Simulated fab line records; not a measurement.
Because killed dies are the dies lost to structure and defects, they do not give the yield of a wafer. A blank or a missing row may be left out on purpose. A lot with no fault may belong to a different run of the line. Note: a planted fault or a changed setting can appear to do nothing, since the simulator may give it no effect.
fab line records | flow n5_finfet | part 2 of 2: steps 19 to 25 of 25
[record] lots = 5 wafers = 15 last_day = 19
route steps=1938 shown BEOL_M0_SAQP@648
lots that met no fault: from a run of the same line without faults
start_h: start of the lot's first displayed wafer, in hours after the record's first day | wait_h: hours since the lot's step before | " the same as in the row above | L1.1+2: several wafers, shown together as one row | - no value, or no start given | * or withheld: withheld | < > ~ a bound
route shown NAME@n: a module of which the file shows steps, and the number in the route of the first | usual: the fault-free wafers' mean and standard deviation | same: alike in all rows | chamber/n: place in a boat | sites: each site's reading | _std_site: standard deviation across them | _edge_site: the outer-site mean with the inner-site mean subtracted | radius_mm: for every site, how far away it sits from the centre of the wafer | mask NAME#n: copy n | behind: the tool/chamber that last shaped the wafer | hold: the reason the lot was held/the length of the hold in hours/how it ended | device: whichever transistor did not switch (one of n, p or np) | end of line: at the end of the route, the tests of the same wafers | where a step has no rows: the recipe by itself | killed: count of dies lost to structure and defects at first sort (not the wafer's yield) | map: the dies of a wafer, with x for killed, . for not killed, _ for no die there
set.NAME: setting as actually run; set.NAME@STEP: the setting as run at that earlier step | model.NAME: the simulator's own value behind a step, which no gauge read
certain route steps with their lots: each step a table, each wafer a row
services: when a tool's chamber went out of use (start_h, in hours from the record's first day, below 0 if earlier), for how many hours, and the reason
[[steps]]
[step N5_BEOL_M0_SAQP_CD_MEAS_25]
[recipe] target_cd_nm = 13.1 landing_energy_ev = 1000 detector = se_inlens
[usual] cd_nm = 12.79/0.22
// columns lot.wafer tool chamber start_h wait_h cd_nm
L074.1 cd_sem-01 0 109.05 0.1 13.03
L074.2 " 0 " " 12.74
L074.4 " 0 " " 12.70
L078.2 cd_sem-03 0 131.61 0.1 12.98
L078.5 " 0 " " 12.94
L078.6 " 0 " " 13.30
L088.1 cd_sem-03 0 200.55 0.1 12.53
L088.2 " 0 " " 12.58
L088.4 " 0 " " 12.48
L096.2 cd_sem-01 0 241.27 0.1 12.69
L096.5 " 0 " " 12.31
L096.6 " 0 " " 12.68
L097.2 cd_sem-02 0 254.56 0.1 12.78
L097.4 " 0 " " 13.01
L097.5 " 0 " " 13.01
[step N5_BEOL_M0_SAQP_ETCH_101]
[recipe] chemistry = CH3F/O2 target = SiNx mask_material = SiO2 target_depth_a = 299 time_s = 42.7 pressure_mtorr = 30 source_w = 395 bias_w = 73 Ar_flow_sccm = 150 CH3F_flow_sccm = 30 O2_flow_sccm = 20 ion_energy_ev = 120
[usual] drypump_motor_current_A = 5.7/0.59 oes_ar_750_au = 0.77/0.065 oes_f_703_au = 0.77/0.072 oes_product_au = 0.77/0.07 rf_vpp_V = 299/4.3 showerhead_plenum_p_Torr = 2.01/0.065 throttle_valve_pct = 16.50/0.23
// columns lot.wafer tool chamber start_h wait_h drypump_motor_current_A oes_ar_750_au oes_f_703_au oes_product_au rf_hours_counter_h rf_vpp_V showerhead_plenum_p_Torr throttle_valve_pct
L074.1 rie_diel-04 3 109.10 0.0 5.9 0.76 0.75 0.75 146 305 2.00 16.53
L074.2 " 2 " " 5.2 0.72 0.71 0.71 240 297 1.98 16.60
L074.4 " 0 " " 5.9 0.70 0.70 0.70 194 303 2.09 16.31
L078.2 rie_diel-03 1 131.64 0.0 6.1 0.73 0.72 0.73 182 306 2.08 16.54
L078.5 " 2 " " 4.7 0.76 0.76 0.77 - 297 2.09 16.72
L078.6 " 3 " " 6.4 0.88 0.90 0.88 - 298 1.95 16.21
L088.1 rie_diel-01 2 200.59 0.0 5.7 0.77 0.78 0.75 169 290 2.08 16.58
L088.2 " 0 " " 6.1 0.91 0.89 0.94 4 306 1.97 15.89
L088.4 " 3 " " 6.2 0.76 0.79 0.76 173 299 2.08 16.15
L096.2 rie_diel-01 3 241.31 0.0 6.2 0.76 0.78 0.74 187 299 2.07 16.18
L096.5 " 1 " " 6.3 0.70 0.69 0.70 - 298 1.90 16.60
L096.6 " 2 " " 5.7 0.77 0.78 0.74 - 289 2.08 16.61
L097.2 rie_diel-03 2 254.60 0.0 4.7 0.74 0.73 0.74 168 298 2.08 16.79
L097.4 " 3 " " 6.4 0.84 0.87 0.83 84 299 1.94 16.28
L097.5 " 3 " " 6.4 0.84 0.86 0.84 - 297 1.94 16.29
[step N5_BEOL_M0_SAQP_ETCH_102]
[recipe] chemistry = CF4 target = SiO2 target_depth_a = 40 ion_energy_ev = 350 time_s = 4.4 pressure_mtorr = 10 icp_w = 800 bias_w = 400 cf4_flow_sccm = 80
[usual] drypump_motor_current_A = 5.8/0.51 oes_product_au = 1.003/0.017 throttle_valve_pct = 21.76/0.17
// columns lot.wafer tool chamber start_h wait_h drypump_motor_current_A oes_product_au rf_hours_counter_h throttle_valve_pct
L074.1 rie_si-06 2 109.20 0.1 5.7 0.990 98 21.66
L074.2 " 1 " " 6.0 0.989 145 21.64
L074.4 " 3 " " 6.3 0.996 162 21.75
L078.2 rie_si-06 1 131.75 0.1 6.0 0.994 145 21.64
L078.5 " 0 " " 5.0 1.021 - 21.76
L078.6 " 1 " " 6.0 0.995 - 21.63
L088.1 rie_si-06 3 200.69 0.1 6.3 1.010 163 21.74
L088.2 " 0 " " 5.0 1.029 33 21.75
L088.4 " 1 " " 6.0 0.999 146 21.65
L096.2 rie_si-06 3 241.41 0.1 6.3 1.007 164 21.75
L096.5 " 2 " " 5.7 0.995 - 21.67
L096.6 " 3 " " 6.3 0.994 - 21.75
L097.2 rie_si-06 0 254.71 0.1 5.0 1.025 34 21.76
L097.4 " 2 " " 5.7 0.999 100 21.67
L097.5 " 1 " " 6.0 0.991 - 21.64
[step N5_BEOL_M0_SAQP_MANDREL_ETCH_103]
[recipe] chemistry = HBr/Cl2 target = a-Si target_depth_a = 450 bt_time_s = 10 stop_on = SiCN mask_material = SiO2 over_etch_frac = 0.8 time_s = 27 pressure_mtorr = 10 icp_w = 800 bias_w = 75 HBr_flow_sccm = 150 Cl2_flow_sccm = 80 ends = end_point
[usual] drypump_motor_current_A = 5.8/0.51 oes_product_au = 0.688/0.012 throttle_valve_pct = 35.35/0.27
[same] bt_time_s = 10
// columns lot.wafer tool chamber start_h wait_h drypump_motor_current_A oes_product_au rf_hours_counter_h throttle_valve_pct
L074.1 rie_si-06 2 109.24 0.0 5.7 0.680 98 35.02
L074.2 " 1 " " 6.0 0.678 145 35.29
L074.4 " 3 " " 6.3 0.686 162 35.41
L078.2 rie_si-06 1 131.78 0.0 6.0 0.672 145 35.27
L078.5 " 0 " " 5.0 0.701 - 35.33
L078.6 " 1 " " 6.0 0.678 - 35.25
L088.1 rie_si-06 3 200.73 0.0 6.3 0.682 163 35.42
L088.2 " 0 " " 5.0 0.699 33 35.35
L088.4 " 1 " " 6.0 0.692 146 35.26
L096.2 rie_si-06 3 241.45 0.0 6.3 0.679 164 35.42
L096.5 " 2 " " 5.6 0.697 - 35.01
L096.6 " 3 " " 6.3 0.682 - 35.40
L097.2 rie_si-06 0 254.74 0.0 5.0 0.699 34 35.33
L097.4 " 2 " " 5.7 0.680 100 35.00
L097.5 " 1 " " 6.0 0.684 - 35.26
[step N5_BEOL_M0_SAQP_RECESS_104]
[recipe] chemistry = HF/NH3 target = SiO2 target_depth_a = 180 afs_cycles = 3 temp_c = 30 sublimation_temp_c = 180 sublimation_time_s = 60
[usual] drypump_motor_current_A = 5.7/0.49
// columns lot.wafer tool chamber start_h wait_h drypump_motor_current_A
L074.1 vapor_etch-02 0 109.32 0.1 5.5
L074.2 " 1 " " 6.4
L074.4 " 1 " " 6.3
L078.2 vapor_etch-01 1 131.86 0.1 5.9
L078.5 " 1 " " 6.0
L078.6 " 0 " " 4.9
L088.1 vapor_etch-02 1 200.81 0.1 6.3
L088.2 " 0 " " 5.5
L088.4 " 0 " " 5.5
L096.2 vapor_etch-01 0 241.53 0.1 5.0
L096.5 " 0 " " 5.0
L096.6 " 1 " " 5.9
L097.2 vapor_etch-02 0 254.94 0.2 5.5
L097.4 " 0 " " 5.5
L097.5 " 0 " " 5.5
[step N5_BEOL_M0_SAQP_COAT_105]
[recipe] resist = SOC temp_c = 250 time_s = 60 spin_rpm = 1500 resist_thk_nm = 100
// columns lot.wafer tool chamber start_h wait_h
L074.1+2+4 litho_track-03 0 109.70 0.3
L078.2+5+6 litho_track-05 0 132.25 0.3
L088.1+2+4 litho_track-05 0 201.19 0.3
L096.2+5+6 litho_track-03 0 241.91 0.3
L097.2+4+5 litho_track-05 0 255.58 0.5
[step N5_BEOL_M0_SAQP_ETCH_106]
[recipe] chemistry = N2/H2 target = SOC target_depth_a = 1500 stop_on = SiNx ion_energy_ev = 100 bias_w = 61 pressure_mtorr = 30 source_w = 850 n2_flow_sccm = 200 h2_flow_sccm = 200
[usual] drypump_motor_current_A = 5.8/0.5 oes_product_au = 0.75/0.064 rf_vpp_V = 240.8/1.3 showerhead_plenum_p_Torr = 2.56/0.077 throttle_valve_pct = 17.95/0.26
// columns lot.wafer tool chamber start_h wait_h drypump_motor_current_A oes_product_au rf_hours_counter_h rf_vpp_V showerhead_plenum_p_Torr throttle_valve_pct
L074.1 rie_diel-04 2 109.76 - 5.2 0.70 240 239.8 2.52 18.11
L074.2 " 1 " " 6.1 0.80 99 239.2 2.47 18.33
L074.4 " 0 " " 5.9 0.70 194 242.9 2.64 17.66
L078.2 rie_diel-01 0 132.31 - 6.1 0.66 242 240.0 2.51 17.71
L078.5 " 3 " " 6.2 0.75 - 242.0 2.66 17.70
L078.6 " 2 " " 5.7 0.76 - 242.3 2.65 17.94
L088.1 rie_diel-04 1 201.26 - 6.1 0.78 125 240.3 2.46 18.38
L088.2 " 0 " " 5.9 0.68 220 241.6 2.62 17.71
L088.4 " 0 " " 5.9 0.69 - 241.4 2.63 17.71
L096.2 rie_diel-01 3 241.97 - 6.2 0.72 187 241.4 2.65 17.78
L096.5 " 1 " " 6.2 0.69 - 240.4 2.43 18.17
L096.6 " 0 " " 6.1 0.89 - 239.6 2.50 17.34
L097.2 rie_diel-01 0 255.64 - 6.1 0.88 21 240.5 2.50 17.35
L097.4 " 1 " " 6.2 0.69 211 237.3 2.43 18.20
L097.5 " 3 " " 6.2 0.74 - 242.0 2.65 17.76
[[services]]
// columns tool chamber start_h hours kind
ald_sin-01 1 82.93 7.7 repair
ald_sin-01 3 91.63 6.6 repair
rie_si-05 1 97.60 11.9 repair
vapor_etch-01 - 100.16 4.0 pm
rie_diel-04 2 115.56 19.2 repair
rie_si-05 2 116.98 2.2 repair
rie_si-05 - 124.04 0.4 repair
rie_si-06 - 137.66 14.6 pm
rie_diel-01 3 139.01 5.3 repair
rie_si-03 - 150.98 2.8 pm
rie_diel-04 2 153.49 7.9 repair
rie_diel-03 2 154.27 4.0 repair
ald_sin-03 0 163.40 1.3 repair
rie_diel-01 3 175.59 15.8 repair
rie_diel-03 - 179.33 2.8 pm
rie_si-05 3 186.38 13.9 repair
rie_diel-04 2 200.78 4.9 repair
rie_diel-04 0 210.17 13.3 repair
rie_si-05 - 214.93 2.8 pm
vapor_etch-01 - 236.32 0.1 repair
rie_si-05 3 241.24 9.1 repair
ald_sin-01 0 250.48 10.1 repair
vapor_etch-02 1 252.01 3.3 repair
ald_sin-01 - 255.63 2.8 pm
